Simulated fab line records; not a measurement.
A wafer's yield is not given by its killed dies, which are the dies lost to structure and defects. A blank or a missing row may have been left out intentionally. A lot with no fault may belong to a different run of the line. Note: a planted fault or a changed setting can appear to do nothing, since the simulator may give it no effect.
What tool caused it?	flow nandHarc	36 wafers from 12 lots sampled at 6 of the route's 1302 steps

WHAT EACH GAUGE READ, for each wafer
NHARC_A_ONON_D2_THK_MEAS_30: measures by ellipsometry. Usual: 1000 nm for thkNm, sd 10.
lot	measured	on	thkNm (nm)	flag
L329	day 13 05:02	filmMetro-01	993 992 991	
L330	day 14 08:08	filmMetro-01	1003 1004 1004	
L332	day 14 02:52	filmMetro-01	993 994 994	
L333	day 15 05:10	filmMetro-02	1004 1004 1006	
L335	day 16 05:44	filmMetro-01	989 989 990	
L341	day 18 15:18	filmMetro-01	658 986 989	OFF
L342	day 19 11:53	filmMetro-02	1005 1004 674	OFF
L343	day 19 11:53	filmMetro-01	1012 1010 1010	
L346	day 20 15:31	filmMetro-01	994 994 997	
L349	day 21 10:23	filmMetro-02	1009 1009 1007	
L348	day 21 17:17	filmMetro-02	1015 1016 1016	
L351	day 22 12:59	filmMetro-01	1001 1001 1000	

NHARC_A_CHANNEL_HOLE_D2_CD_MEAS_10: the cd target is 100 nm. Usual: 100.0 nm for cdNm, sd 0.42.
lot	measured	on	cdNm (nm)	flag
L329	day 13 08:58	cdSem-03	99.3 99.4 99.2	
L330	day 14 14:38	cdSem-03	99.9 99.9 100.0	
L332	day 14 06:14	cdSem-02	100.1 100.6 99.8	
L333	day 15 08:25	cdSem-01	99.7 100.3 100.5	
L335	day 16 10:49	cdSem-02	101.1 100.4 100.5	
L341	day 18 21:42	cdSem-03	100.3 100.2	
L342	day 19 17:16	cdSem-02	99.5 99.7	
L343	day 19 17:32	cdSem-03	99.6 99.4 100.3	
L346	day 20 23:19	cdSem-03	99.4 99.1 99.0	
L349	day 21 16:48	cdSem-01	100.6 100.3 99.7	
L348	day 21 20:40	cdSem-03	99.6 99.6 99.5	
L351	day 22 16:13	cdSem-03	100.8 100.5 100.6	

NHARC_END_SORT_01. Usual: killedAtArray 52, standard deviation 16; killedAtOther 0.8, standard deviation 1.1; killedAtPeriphery 4.2, standard deviation 2.5; killedDies 57, standard deviation 16; killedOpen 3.4, standard deviation 2; killedShort 2.6, standard deviation 1.6.
lot	measured	on	killedAtArray	killedAtOther	killedAtPeriphery	killedDies	killedOpen	killedShort	flag
L341	day 29 19:32	prober-01	673 43 48	1 0 0	3 6 3	677 49 51	5 3 1	5 1 1	OFF
L342	day 30 13:50	prober-01	46 31 675	2 0 0	2 2 2	50 33 677	1 1 4	3 5 0	OFF

WHAT TOOL EACH LOT RAN ON (gives the tool, then ch and the chambers of the sampled wafers, and finally the start)
lot	NHARC_A_DECK1_JOINT_ETCHBACK_07	NHARC_A_ONON_D2_DEP_28	NHARC_A_CHANNEL_HOLE_D2_DEP_00
L329	rieSi-05 ch 1,2,3, day 11 01:34	pecvdOnon-04 ch 0, day 13 04:35	aclDep-02 ch 0, day 13 06:38
L330	rieSi-02 ch 1,2,3, day 12 01:51	pecvdOnon-03 ch 0, day 14 07:38	aclDep-03 ch 0, day 14 12:06
L332	rieSi-05 ch 1,2,3, day 12 08:59	pecvdOnon-02 ch 0, day 14 02:25	aclDep-03 ch 0, day 14 03:47
L333	rieSi-05 ch 0,1,3, day 13 04:22	pecvdOnon-03 ch 0, day 15 04:43	aclDep-01 ch 0, day 15 06:05
L335	rieSi-02 ch 1,2, day 14 03:53	pecvdOnon-02 ch 0, day 16 05:13	aclDep-02 ch 0, day 16 08:08
L341	rieSi-03 ch 1,2,3, day 16 04:20	pecvdOnon-03 ch 0, day 18 14:52	aclDep-01 ch 0, day 18 19:41
L342	rieSi-02 ch 0,2, day 17 11:15	pecvdOnon-03 ch 0, day 19 11:29	aclDep-01 ch 0, day 19 15:20
L343	rieSi-05 ch 0,2,3, day 17 14:28	pecvdOnon-02 ch 0, day 19 11:23	aclDep-02 ch 0, day 19 14:54
L346	rieSi-02 ch 0,2,3, day 18 15:58	pecvdOnon-02 ch 0, day 20 15:04	aclDep-01 ch 0, day 20 21:07
L349	rieSi-02 ch 0,2,3, day 19 12:13	pecvdOnon-02 ch 0, day 21 09:53	aclDep-02 ch 0, day 21 14:13
L348	rieSi-03 ch 2,3, day 19 15:40	pecvdOnon-02 ch 0, day 21 16:50	aclDep-02 ch 0, day 21 18:16
L351	rieSi-03 ch 0,2, day 20 09:14	pecvdOnon-03 ch 0, day 22 12:29	aclDep-02 ch 0, day 22 13:36
- NHARC_A_DECK1_JOINT_ETCHBACK_07: etches the open film in HBr, target depth 105 nm, time 26.9 s.
- NHARC_A_ONON_D2_DEP_28: target thk 1000 nm.
- NHARC_A_CHANNEL_HOLE_D2_DEP_00: deposits aC, target thk 3100 nm.

AS READ BY THE TOOLS THEMSELVES (means over the sampled wafers that have a number; for cases with no such wafer, the mark the record gives instead)
NHARC_A_DECK1_JOINT_ETCHBACK_07. Usual: chamberPressureMTorr 15.001 mTorr, standard deviation 0.014; drypumpMotorCurrentA 5.6 A, standard deviation 0.36; oesProductAu 0.999 a.u., standard deviation 0.008; throttleValvePct 23.266 %, standard deviation 0.0088.
lot	tool	chamberPressureMTorr (mTorr)	drypumpMotorCurrentA (A)	oesProductAu (a.u.)	throttleValvePct (%)	flag
L329	rieSi-05	15.003	5.3	1.001	23.268	
L330	rieSi-02	15.011	5.5	0.992	23.271	
L332	rieSi-05	15.003	5.3	0.999	23.263	
L333	rieSi-05	14.996	5.4	1.001	23.266	
L335	rieSi-02	14.982	5.5	1.005	23.262	
L341	rieSi-03	14.997	5.7	1.005	23.263	
L342	rieSi-02	15.002	5.4	1.002	23.266	
L343	rieSi-05	15.006	5.5	0.993	23.265	
L346	rieSi-02	14.999	5.4	1.007	23.262	
L349	rieSi-02	14.996	5.5	1.009	23.271	
L348	rieSi-03	15.007	5.4	0.994	23.268	
L351	rieSi-03	14.994	6.0	0.996	23.271	

NHARC_A_ONON_D2_DEP_28. Usual: n2FlowSccm 2751 sccm, standard deviation 9.2; n2oFlowSccm 2000 sccm, standard deviation 5.6; nh3FlowSccm 500.1 sccm, standard deviation 1.6.
lot	tool	n2FlowSccm (sccm)	n2oFlowSccm (sccm)	nh3FlowSccm (sccm)	flag
L329	pecvdOnon-04	2768	1997	499.5	
L330	pecvdOnon-03	2743	1997	498.5	
L332	pecvdOnon-02	2746	2005	501.4	
L333	pecvdOnon-03	2765	2006	500.3	
L335	pecvdOnon-02	2753	1998	500.1	
L341	pecvdOnon-03	2751	2001	500.1	
L342	pecvdOnon-03	2755	1997	501.1	
L343	pecvdOnon-02	2758	1998	497.0	
L346	pecvdOnon-02	2762	2000	498.7	
L349	pecvdOnon-02	2738	2002	501.0	
L348	pecvdOnon-02	2745	2004	501.2	
L351	pecvdOnon-03	2753	1998	500.3	

NHARC_A_CHANNEL_HOLE_D2_DEP_00. Usual: 35.001 % for throttleValvePct, sd 0.0091.
lot	tool	throttleValvePct (%)	flag
L329	aclDep-02	34.999	
L330	aclDep-03	34.994	
L332	aclDep-03	35.008	
L333	aclDep-01	34.995	
L335	aclDep-02	34.999	
L341	aclDep-01	34.991	
L342	aclDep-01	35.008	
L343	aclDep-02	34.998	
L346	aclDep-01	35.000	
L349	aclDep-02	34.993	
L348	aclDep-02	35.002	
L351	aclDep-02	34.997	

THE ANSWER, worked out from the rows above alone
Rule: a lot counts as off when the mean over its wafers that have a number is more than 3 standard deviations away from the usual mean. A lot without any number at a reading at which 4 lots or more have one is off too. Any other lot the step has rows for is counted as sound. First the gauges in route order, then the tools' own readings, where a lot's mean is used as printed above. At the first step where some lot is off, the reading lying furthest off is the one used; lots without a number count as furthest.
Off, at NHARC_A_ONON_D2_THK_MEAS_30 on thkNm: L341, L342.
A tool fits if, at a process step before that reading, it ran every lot that is off, and no sound lot after the first of them. The gauges at NHARC_A_ONON_D2_THK_MEAS_30 aren't tried: what is off there is off at NHARC_END_SORT_01 too, on other tools, and a gauge's error can't cause that. Not one of the candidates tried fits.

WHAT THE SIMULATOR HAD PUT IN
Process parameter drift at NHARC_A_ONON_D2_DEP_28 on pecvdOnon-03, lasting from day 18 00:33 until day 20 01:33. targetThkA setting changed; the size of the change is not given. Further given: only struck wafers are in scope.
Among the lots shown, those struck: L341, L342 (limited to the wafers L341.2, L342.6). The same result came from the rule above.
